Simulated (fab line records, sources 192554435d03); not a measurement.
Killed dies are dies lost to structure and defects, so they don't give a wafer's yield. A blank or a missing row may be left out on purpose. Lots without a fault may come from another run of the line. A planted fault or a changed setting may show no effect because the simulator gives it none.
Which tool did it? | flow n5_finfet | 8 lots, 24 wafers sampled, at 6 steps of a route of 1938

WHAT THE GAUGES READ, wafer by wafer
N5_BEOL_M1_OVL_MEAS_29. Usual: V0_OVL 0.2 nm, standard deviation 0.6.
lot  | measured     | on         | V0_OVL (nm)    | flag
L757 | day 6 10:17  | overlay-02 | -0.1 -0.1 -0.6 |
L758 | day 6 18:23  | overlay-02 | 0.8 0.2 0.0    |
L759 | day 6 22:37  | overlay-01 | 0.2 0.8 -0.8   |
L761 | day 7 11:43  | overlay-01 | 0.6 0.6 -0.3   |
L762 | day 7 23:20  | overlay-01 | -0.9 -1.4 -0.4 |
L770 | day 9 17:55  | overlay-02 | -0.6 0.0 0.1   |
L778 | day 11 18:44 | overlay-02 | 0.8 0.7 -0.5   |
L779 | day 11 21:38 | overlay-01 | 0.8 1.7 0.8    |

N5_BEOL_M1_OCD_MEAS_38. Usual: trench_depth_nm 55.0 nm, standard deviation 1.
lot  | measured     | on     | trench_depth_nm (nm) | flag
L757 | day 6 16:02  | ocd-01 | 55.2 55.6 55.7       |
L758 | day 6 19:43  | ocd-02 | 54.7 53.0 53.8       |
L759 | day 6 23:27  | ocd-02 | 54.8 51.9 56.0       |
L761 | day 7 15:10  | ocd-02 | 53.4 71.4 55.3       | OFF
L762 | day 8 00:14  | ocd-02 | 55.9 55.0 54.6       |
L770 | day 10 07:49 | ocd-01 | 55.2 55.7 55.7       |
L778 | day 12 00:59 | ocd-02 | 55.1 54.3 55.4       |
L779 | day 12 01:27 | ocd-01 | 51.5 56.6 52.8       |

N5_BEOL_M4_RC_MEAS_101. Usual: CHAIN_V0 235 ohm/link, standard deviation 9.2; CHAIN_V0_max_site 244 ohm/link, standard deviation 9.9; DIBL_N 36.0 mV/V, standard deviation 1.7; DIBL_P 35.8 mV/V, standard deviation 2; IOFF_N 0.15 nA/um, standard deviation 0.03; IOFF_P 0.20 nA/um, standard deviation 0.037; ION_N 670 uA/um, standard deviation 12; ION_P 460 uA/um, standard deviation 7.2; SS_N 71.5 mV/dec, standard deviation 0.68; SS_P 73.2 mV/dec, standard deviation 0.65; VT_N 250 mV, standard deviation 3.1; VT_P -251 mV, standard deviation 3.4.
lot  | measured     | on        | CHAIN_V0 (ohm/link) | CHAIN_V0_max_site (ohm/link) | DIBL_N (mV/V)  | DIBL_P (mV/V)  | IOFF_N (nA/um) | IOFF_P (nA/um) | ION_N (uA/um) | ION_P (uA/um) | SS_N (mV/dec)  | SS_P (mV/dec)  | VT_N (mV)   | VT_P (mV)      | flag
L757 | day 8 07:37  | prober-01 | 240 247 259         | 245 258 266                  | 36.4 34.2 34.7 | 35.4 31.6 32.5 | 0.16 0.11 0.13 | 0.20 0.16 0.16 | 664 655 662   | 456 455 454   | 71.6 70.5 71.2 | 73.0 72.0 72.5 | 250 256 253 | -251 -256 -257 |
L758 | day 8 12:48  | prober-01 | 243 249 240         | 250 260 250                  | 34.3 35.8 36.6 | 33.3 34.4 34.3 | 0.12 0.15 0.15 | 0.16 0.17 0.16 | 668 677 646   | 456 457 440   | 71.9 72.1 72.3 | 72.0 72.7 72.8 | 251 247 252 | -252 -253 -253 |
L759 | day 8 09:44  | prober-02 | 234 248 233         | 243 257 243                  | 38.8 37.2 36.9 | 39.1 37.0 35.8 | 0.20 0.16 0.14 | 0.28 0.22 0.21 | 671 664 667   | 463 459 460   | 72.0 71.6 72.1 | 74.1 72.7 73.2 | 246 249 250 | -244 -247 -250 |
L761 | day 9 08:49  | prober-02 | 242 186 223         | 251 190 238                  | 33.1 35.5 34.2 | 33.7 36.5 35.5 | 0.12 0.16 0.14 | 0.15 0.18 0.18 | 662 666 682   | 454 449 469   | 71.1 71.8 71.3 | 73.2 73.2 72.5 | 252 248 251 | -255 -254 -255 |
L762 | day 9 08:45  | prober-01 | 249 230 247         | 261 234 257                  | 36.3 34.4 39.2 | 37.4 36.1 40.2 | 0.15 0.13 0.20 | 0.21 0.18 0.27 | 654 663 669   | 448 460 455   | 70.6 71.2 73.0 | 73.9 73.1 74.0 | 248 252 246 | -252 -251 -251 |
L770 | day 11 21:53 | prober-02 | 233 226 225         | 239 241 236                  | 34.5 37.2 37.5 | 34.6 37.2 38.0 | 0.12 0.16 0.16 | 0.16 0.19 0.20 | 667 676 672   | 455 457 460   | 71.1 71.5 72.1 | 72.6 72.8 73.8 | 252 250 252 | -255 -254 -253 |
L778 | day 13 17:25 | prober-02 | 221 217 232         | 232 223 238                  | 34.7 35.7 37.3 | 33.1 35.3 35.7 | 0.14 0.15 0.17 | 0.17 0.20 0.21 | 671 684 665   | 462 465 457   | 71.1 70.8 71.3 | 72.5 73.3 72.6 | 248 247 248 | -253 -252 -250 |
L779 | day 14 05:07 | prober-02 | 229 218 233         | 235 225 240                  | 36.1 32.9 36.1 | 37.4 33.9 37.3 | 0.16 0.12 0.16 | 0.21 0.17 0.20 | 685 672 681   | 467 457 460   | 71.8 70.4 71.1 | 73.0 72.3 73.9 | 251 252 249 | -252 -252 -253 |

WHICH TOOL RAN EACH LOT (tool, then ch and the chambers of the sampled wafers, then the start)
lot  | N5_BEOL_M1_TRENCH_ETCH_37          | N5_BEOL_M1_STRIP_97                           | N5_BEOL_M1_DEGAS_44
L757 | rie_diel-05 ch 2,3, day 6 15:52    | rie_diel-05 ch 2,3, day 6 16:02 or earlier    | pvd_sputter-02, day 6 16:35
L758 | rie_diel-06 ch 0,3, day 6 19:33    | rie_diel-06 ch 0,3, day 6 19:43 or earlier    | pvd_sputter-01, day 6 20:30
L759 | rie_diel-01 ch 1,2,3, day 6 23:17  | rie_diel-01 ch 1,2,3, day 6 23:27 or earlier  | pvd_sputter-03, day 6 23:43
L761 | rie_diel-01 ch 0,1,3, day 7 15:01  | rie_diel-01 ch 0,1,3, day 7 15:10 or earlier  | pvd_sputter-01, day 7 16:19
L762 | rie_diel-05 ch 0,1,2, day 8 00:04  | rie_diel-05 ch 0,1,2, day 8 00:14 or earlier  | pvd_sputter-02, day 8 00:59
L770 | rie_diel-05 ch 0,1,3, day 10 07:39 | rie_diel-05 ch 0,1,3, day 10 07:49 or earlier | pvd_sputter-02, day 10 08:10
L778 | rie_diel-05 ch 0,1,3, day 12 00:49 | rie_diel-05 ch 0,1,3, day 12 00:59 or earlier | pvd_sputter-02, day 12 01:58
L779 | rie_diel-01 ch 1,2, day 12 01:17   | rie_diel-01 ch 1,2, day 12 01:27 or earlier   | pvd_sputter-01, day 12 02:33
- N5_BEOL_M1_TRENCH_ETCH_37: etches SiOC in C4F6/O2, target depth 55.207 nm, time 29 s.
- N5_BEOL_M1_STRIP_97: strips in N2/H2, time 10 s.
- N5_BEOL_M1_DEGAS_44: time 60 s.

WHAT THE TOOLS THEMSELVES READ (means of the sampled wafers that have a number; where no wafer has one, the mark that the record gives instead)
N5_BEOL_M1_TRENCH_ETCH_37. Usual: drypump_motor_current_A 5.9 A, standard deviation 0.39; mfc_ar_sccm 300.1 sccm, standard deviation 0.98; oes_ar_750_au 0.76 a.u., standard deviation 0.078; oes_o_777_au 0.76 a.u., standard deviation 0.086; oes_product_au 0.75 a.u., standard deviation 0.079; rf_vpp_V 665 V, standard deviation 9.8; showerhead_plenum_p_Torr 2.82 Torr, standard deviation 0.11; throttle_valve_pct 20.94 %, standard deviation 0.24.
lot  | tool        | drypump_motor_current_A (A) | mfc_ar_sccm (sccm) | oes_ar_750_au (a.u.) | oes_o_777_au (a.u.) | oes_product_au (a.u.) | rf_vpp_V (V) | showerhead_plenum_p_Torr (Torr) | throttle_valve_pct (%) | flag
L757 | rie_diel-05 | 6.2                         | 300.8              | 0.71                 | 0.72                | 0.71                  | 683          | 2.87                            | 20.88                  |
L758 | rie_diel-06 | 5.9                         | 301.4              | 0.77                 | 0.74                | 0.75                  | 658          | 2.85                            | 21.11                  |
L759 | rie_diel-01 | 5.6                         | 299.9              | 0.81                 | 0.82                | 0.79                  | 667          | 2.86                            | 20.97                  |
L761 | rie_diel-01 | 6.0                         | 300.1              | 0.72                 | 0.72                | 0.76                  | 665          | 2.84                            | 21.10                  |
L762 | rie_diel-05 | 6.2                         | 301.4              | 0.72                 | 0.73                | 0.71                  | 663          | 2.74                            | 20.87                  |
L770 | rie_diel-05 | 6.2                         | 300.2              | 0.79                 | 0.81                | 0.78                  | 669          | 2.93                            | 20.92                  |
L778 | rie_diel-05 | 6.2                         | 299.9              | 0.78                 | 0.78                | 0.76                  | 669          | 2.92                            | 20.94                  |
L779 | rie_diel-01 | 5.8                         | 299.2              | 0.76                 | 0.76                | 0.75                  | 668          | 2.79                            | 20.98                  |

N5_BEOL_M1_STRIP_97. Usual: bias_power_w 6.999 W, standard deviation 0.02; drypump_motor_current_A 5.9 A, standard deviation 0.39; oes_product_au 0.75 a.u., standard deviation 0.076; rf_vpp_V 59.1 V, standard deviation 0.86; showerhead_plenum_p_Torr 2.51 Torr, standard deviation 0.1; throttle_valve_pct 23.7 %, standard deviation 0.39.
lot  | tool        | bias_power_w (W) | drypump_motor_current_A (A) | oes_product_au (a.u.) | rf_vpp_V (V) | showerhead_plenum_p_Torr (Torr) | throttle_valve_pct (%) | flag
L757 | rie_diel-05 | 6.978            | 6.2                         | 0.70                  | 59.2         | 2.56                            | 23.5                   |
L758 | rie_diel-06 | 7.005            | 5.9                         | 0.76                  | 59.2         | 2.55                            | 24.1                   |
L759 | rie_diel-01 | 6.977            | 5.6                         | 0.79                  | 58.8         | 2.53                            | 23.7                   |
L761 | rie_diel-01 | 6.995            | 6.0                         | 0.72                  | 59.4         | 2.51                            | 23.9                   |
L762 | rie_diel-05 | 6.998            | 6.2                         | 0.71                  | 58.4         | 2.44                            | 23.5                   |
L770 | rie_diel-05 | 6.989            | 6.2                         | 0.78                  | 59.8         | 2.62                            | 23.7                   |
L778 | rie_diel-05 | 7.014            | 6.2                         | 0.77                  | 58.7         | 2.62                            | 23.7                   |
L779 | rie_diel-01 | 6.996            | 5.8                         | 0.75                  | 59.9         | 2.48                            | 23.8                   |

N5_BEOL_M1_DEGAS_44. Usual: heater_power_w 329 W, standard deviation 34.
lot  | tool           | heater_power_w (W) | flag
L757 | pvd_sputter-02 | 302                |
L758 | pvd_sputter-01 | 313                |
L759 | pvd_sputter-03 | 310                |
L761 | pvd_sputter-01 | 322                |
L762 | pvd_sputter-02 | 331                |
L770 | pvd_sputter-02 | 323                |
L778 | pvd_sputter-02 | 332                |
L779 | pvd_sputter-01 | 326                |

THE ANSWER, worked out from the rows above alone
Rule: a lot is off if the mean of its wafers that have a number lies more than 3 standard deviations from the usual mean. A lot without any number at a reading at which 4 lots or more have one is off too. The other lots that the step has rows for count as sound. The gauges are gone through in route order, then the tools' own readings, and for those a lot's mean is taken as printed above. The first step at which some lot is off is used, and at that step the reading that is off furthest; a lot without a number counts as furthest.
Off: L761, at N5_BEOL_M1_OCD_MEAS_38 (trench_depth_nm).
A tool fits if, at a process step before that reading, it ran every lot that is off, and no sound lot after the first of them. The gauges at N5_BEOL_M1_OCD_MEAS_38 are tried like those tools. N5_BEOL_M1_STRIP_97 gives no start for some lots, so the hours and the order of its lots are those of N5_BEOL_M1_OCD_MEAS_38. None of those tried fits.

WHAT THE SIMULATOR HAD PUT IN
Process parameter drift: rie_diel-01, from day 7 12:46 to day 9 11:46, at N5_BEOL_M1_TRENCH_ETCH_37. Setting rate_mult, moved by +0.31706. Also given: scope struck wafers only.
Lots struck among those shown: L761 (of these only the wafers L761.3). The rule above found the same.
